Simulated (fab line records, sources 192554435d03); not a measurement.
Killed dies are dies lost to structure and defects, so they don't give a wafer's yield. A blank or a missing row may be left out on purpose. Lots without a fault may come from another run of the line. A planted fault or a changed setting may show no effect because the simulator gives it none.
fab line records | flow n5_finfet | part 2 of 2: steps 18 to 25 of 25
record lots=5 wafers=15 last_day=18
route steps=1938 shown FIN_CUT@174 STI_FIN_REVEAL@183
lots that met no fault: from a run of the same line without faults
start_h: hours from the record's first day to the start of the lot's first wafer shown | wait_h: hours since the lot's step before | " the same as in the row above | L1.1+2: a row that stands for several wafers | - no value, or no start given | * or withheld: withheld | < > ~ a bound
route shown NAME@n: a module of which the file shows steps, and the number in the route of the first | usual: mean/standard deviation of fault-free wafers | same: alike in all rows | chamber/n: place in a boat | sites: the reading at each site | _std_site: their standard deviation | _edge_site: outer sites' mean less inner sites' | radius_mm: how far each site lies from the wafer's centre | mask NAME#n: copy n | behind: the tool/chamber that last shaped the wafer | hold: why the lot was held/for how many hours/how that ended | device: the transistor (n, p or np) that didn't switch | end of line: the same wafers' tests at the end of the route | a step without rows: its recipe alone | killed: dies lost to structure and defects at the first sort, not the wafer's yield | map: a wafer's dies, x killed, . not, _ none there
set.NAME: the setting as run; set.NAME@STEP: as run at that earlier step | model.NAME: the simulator's own value behind a step, which no gauge read
lots at some steps of the route; a table a step, a row a wafer
services: from which hour (start_h, from the record's first day; less than 0 if before it) a tool's chamber was out of use, for how many hours, and why
## steps
# step N5_STI_FIN_REVEAL_STRIP_24
# recipe chemistry=N2/H2 time_s=90 power_w=100 temp_c=40 pressure_mtorr=100 rf_frequency_hz=6e+07 bias_power_w=3 n2_flow_sccm=300 h2_flow_sccm=300
# usual drypump_motor_current_A=5.6/0.55 oes_product_au=0.77/0.076 rf_vpp_V=45.2/0.84 showerhead_plenum_p_Torr=3.36/0.083 temp_c=39.98/0.11 throttle_valve_pct=12.23/0.29
# columns lot.wafer tool chamber start_h wait_h drypump_motor_current_A oes_product_au rf_hours_counter_h rf_vpp_V showerhead_plenum_p_Torr temp_c throttle_valve_pct
L078.2 rie_diel-01 1 58.99 0.0 5.1 0.77 119 43.9 3.40 40.13 12.07
L078.5 " 2 " " 6.4 0.91 - 43.9 3.43 39.94 11.60
L078.6 " 3 " " 5.2 0.70 - 45.7 3.37 39.99 12.45
L079.2 rie_diel-01 1 65.00 0.0 5.1 0.78 120 45.3 3.40 39.98 12.06
L079.5 " 2 " " 6.4 0.92 - 47.1 3.43 40.03 11.60
L079.6 " 3 " " 5.3 0.71 - 46.3 3.37 39.97 12.45
L093.1 rie_diel-01 1 148.70 0.0 5.1 0.75 151 44.6 3.38 40.05 12.14
L093.4 " 3 " " 5.2 0.68 236 44.2 3.35 39.93 12.52
L093.6 " 2 " " 6.4 0.86 - 45.7 3.41 39.94 11.69
L096.3 rie_diel-01 3 166.52 0.0 5.3 0.68 245 45.1 3.35 39.81 12.51
L096.4 " 0 " " 4.9 0.81 - 45.4 3.27 39.89 12.20
L096.6 " 3 " " 5.2 0.67 - 44.2 3.35 40.02 12.54
L097.1 rie_diel-06 0 173.08 0.0 5.7 0.77 163 46.2 3.37 40.10 12.21
L097.4 " 3 " " 5.4 0.69 217 44.7 3.24 39.90 12.72
L097.6 " 3 " " 5.5 0.68 - 45.4 3.24 39.87 12.72
# step N5_STI_FIN_REVEAL_PRECLEAN_25
# recipe chemistry=SPM time_s=90 temp_c=120 mix=4:1
# usual bath_heat_duty_pct=13.7/1.5 temp_c=120.02/0.13
# columns lot.wafer tool chamber start_h wait_h bath_heat_duty_pct temp_c
L078.2 wet_bench-02 3 59.11 0.1 12.0 119.96
L078.5 " 1 " " 13.2 119.90
L078.6 " 7 " " 15.8 120.01
L079.2 wet_bench-02 6 65.12 0.1 13.8 120.10
L079.5 " 0 " " 13.8 120.00
L079.6 " 2 " " 13.9 120.01
L093.1 wet_bench-02 5 148.82 0.1 18.2 119.89
L093.4 " 0 " " 13.7 119.94
L093.6 " 7 " " 15.2 120.03
L096.3 wet_bench-03 1 166.65 0.1 13.9 119.90
L096.4 " 5 " " 14.6 120.07
L096.6 " 6 " " 12.6 119.86
L097.1 wet_bench-02 2 173.21 0.1 12.8 120.08
L097.4 " 1 " " 14.1 120.11
L097.6 " 6 " " 13.6 119.90
# step N5_STI_FIN_REVEAL_PRECLEAN_26
# recipe chemistry=SC1 time_s=45 temp_c=46 mix=1:2:100
# usual bath_heat_duty_pct=6.2/0.79 temp_c=46.01/0.11
# columns lot.wafer tool chamber start_h wait_h bath_heat_duty_pct temp_c
L078.2 wet_bench-02 3 59.14 0.0 6.2 45.87
L078.5 " 1 " " 5.8 46.17
L078.6 " 7 " " 6.8 45.82
L079.2 wet_bench-02 6 65.15 0.0 7.1 45.80
L079.5 " 0 " " 6.4 46.10
L079.6 " 2 " " 6.1 45.84
L093.1 wet_bench-02 5 148.85 0.0 8.3 46.24
L093.4 " 0 " " 6.5 45.96
L093.6 " 7 " " 7.9 45.96
L096.3 wet_bench-03 1 166.67 0.0 5.8 45.99
L096.4 " 5 " " 6.2 45.99
L096.6 " 6 " " 5.7 45.92
L097.1 wet_bench-02 2 173.23 0.0 5.5 45.98
L097.4 " 1 " " 6.2 46.08
L097.6 " 6 " " 6.7 46.00
# step N5_STI_FIN_REVEAL_PRECLEAN_29
# recipe chemistry=DHF time_s=30 temp_c=25 dilution=300:1
# usual bath_heat_duty_pct=6.5/0.79 temp_c=25.01/0.11
# columns lot.wafer tool chamber start_h wait_h bath_heat_duty_pct temp_c
L078.2 wet_bench-02 3 59.15 0.0 6.1 24.82
L078.5 " 1 " " 5.4 25.22
L078.6 " 7 " " 8.0 24.99
L079.2 wet_bench-02 6 65.16 0.0 7.8 25.19
L079.5 " 0 " " 5.2 24.77
L079.6 " 2 " " 6.4 25.15
L093.1 wet_bench-02 5 148.86 0.0 8.7 24.91
L093.4 " 0 " " 7.1 25.01
L093.6 " 7 " " 7.2 25.05
L096.3 wet_bench-03 1 166.69 0.0 6.5 25.10
L096.4 " 5 " " 6.7 25.01
L096.6 " 6 " " 6.2 24.87
L097.1 wet_bench-02 2 173.25 0.0 6.2 25.06
L097.4 " 1 " " 5.9 24.88
L097.6 " 6 " " 6.9 24.87
# step N5_STI_FIN_REVEAL_SRD_12
# recipe time_s=30 temp_c=23 rinse_liquid=diw dry=ipa_marangoni
# usual bath_heat_duty_pct=3.7/0.52 temp_c=22.99/0.11
# columns lot.wafer tool chamber start_h wait_h bath_heat_duty_pct temp_c
L078.2 wet_bench-02 3 59.16 0.0 3.8 23.14
L078.5 " 1 " " 3.2 22.91
L078.6 " 7 " " 3.7 22.81
L079.2 wet_bench-02 6 65.17 0.0 4.2 23.03
L079.5 " 0 " " 3.8 22.98
L079.6 " 2 " " 4.0 22.99
L093.1 wet_bench-02 5 148.87 0.0 4.7 22.85
L093.4 " 0 " " 3.8 22.80
L093.6 " 7 " " 4.2 23.02
L096.3 wet_bench-03 1 166.69 0.0 3.6 22.93
L096.4 " 5 " " 3.2 22.93
L096.6 " 6 " " 3.3 23.01
L097.1 wet_bench-02 2 173.25 0.0 2.9 23.07
L097.4 " 1 " " 3.4 23.08
L097.6 " 6 " " 4.1 23.10
# step N5_STI_FIN_REVEAL_RECESS_09
# recipe chemistry=HF/NH3 target=SiO2 afs_cycles=11 target_depth_a=425 temp_c=30 sublimation_temp_c=180 sublimation_time_s=60
# usual drypump_motor_current_A=6.23/0.23 temp_c=30.03/0.11
# columns lot.wafer tool chamber start_h wait_h drypump_motor_current_A temp_c
L078.2 vapor_etch-01 0 59.21 0.0 6.19 30.06
L078.5 " 0 60.62 1.4 6.16 29.99
L078.6 " 1 " " 6.51 30.03
L079.2 vapor_etch-02 1 65.21 0.0 6.29 29.94
L079.5 " 0 66.27 1.1 5.90 29.92
L079.6 " 1 " " 6.28 30.02
L093.1 vapor_etch-02 0 148.91 0.0 5.89 29.92
L093.4 " 0 " " 5.89 29.90
L093.6 " 0 " " 5.87 30.05
L096.3 vapor_etch-02 0 167.27 0.6 5.88 30.08
L096.4 " 1 " " 6.29 30.08
L096.6 " 1 " " 6.31 30.10
L097.1 vapor_etch-02 0 173.30 0.0 5.91 30.13
L097.4 " 0 " " 5.93 30.06
L097.6 " 1 " " 6.27 29.96
# step N5_STI_FIN_REVEAL_STRIP_16
# recipe chemistry=H3PO4 material=SiNx temp_c=165 target_depth_a=238 overetch_fraction=0.4964 dry=ipa_marangoni
# usual bath_heat_duty_pct=28.1/2.9 temp_c=164.99/0.15
# columns lot.wafer tool chamber start_h wait_h bath_heat_duty_pct temp_c
L078.2 wet_bench-04 3 61.35 1.4 24.3 164.95
L078.5 " 1 " " 27.1 165.26
L078.6 " 5 " " 23.4 164.95
L079.2 wet_bench-03 5 66.83 1.1 27.3 165.05
L079.5 " 0 " " 24.2 165.10
L079.6 " 1 " " 28.9 165.00
L093.1 wet_bench-02 2 150.53 1.1 27.9 165.18
L093.4 " 1 " " 28.1 164.85
L093.6 " 3 " " 26.6 164.95
L096.3 wet_bench-04 6 168.36 0.6 22.0 165.05
L096.4 " 5 " " 22.7 165.23
L096.6 " 3 " " 29.4 164.97
L097.1 wet_bench-02 6 174.92 1.1 29.1 164.81
L097.4 " 1 " " 27.7 165.15
L097.6 " 0 " " 29.7 164.72
# step N5_STI_FIN_REVEAL_PRECLEAN_17
# recipe chemistry=NF3:NH3 afs_cycles=1 temp_c=30 time_s=20 sublimation_temp_c=180 sublimation_time_s=60 pressure_torr=3 rf_power_w=30
# usual temp_c=29.98/0.098
# columns lot.wafer tool chamber start_h wait_h temp_c
L078.2 remote_plasma-01 1 61.65 0.1 29.96
L078.5 " 1 " " 29.86
L078.6 " 1 " " 29.88
L079.2 remote_plasma-02 1 67.13 0.1 30.01
L079.5 " 1 " " 29.93
L079.6 " 1 " " 30.23
L093.1 remote_plasma-01 1 150.80 0.0 29.98
L093.4 " 1 " " 29.89
L093.6 " 1 " " 30.04
L096.3 remote_plasma-02 0 168.69 0.1 30.00
L096.4 " 0 " " 30.08
L096.6 " 0 " " 29.92
L097.1 remote_plasma-01 0 175.20 0.0 29.77
L097.4 " 0 " " 29.94
L097.6 " 0 " " 29.90
## services
# columns tool chamber start_h hours kind
cmp-04 - 30.78 2.8 repair
rie_diel-01 - 31.03 4.3 pm
ald_sin-03 0 37.44 13.2 repair
cmp-01 - 37.50 0.8 repair
rie_si-06 - 39.12 2.8 pm
rie_diel-03 0 42.38 4.6 repair
rie_diel-04 2 43.58 6.8 repair
rie_si-05 0 44.09 10.5 repair
vapor_etch-02 - 50.42 2.8 pm
ald_sin-01 - 53.59 0.2 repair
cmp-03 - 56.77 1.0 repair
rie_si-02 - 57.74 15.6 pm
wet_bench-02 - 59.62 2.6 repair
rie_diel-02 3 67.77 16.2 repair
rie_diel-06 0 82.08 7.0 repair
ald_sin-01 - 86.92 14.0 pm
rie_diel-01 - 90.23 0.2 repair
rie_si-06 1 126.75 2.5 repair
rie_si-02 2 128.50 4.3 repair
cmp-01 - 132.22 4.6 pm
wet_bench-02 - 146.14 2.6 repair
rie_si-06 0 152.79 8.9 repair
fcvd-02 0 163.84 7.8 repair
rie_diel-01 1 164.18 2.6 repair
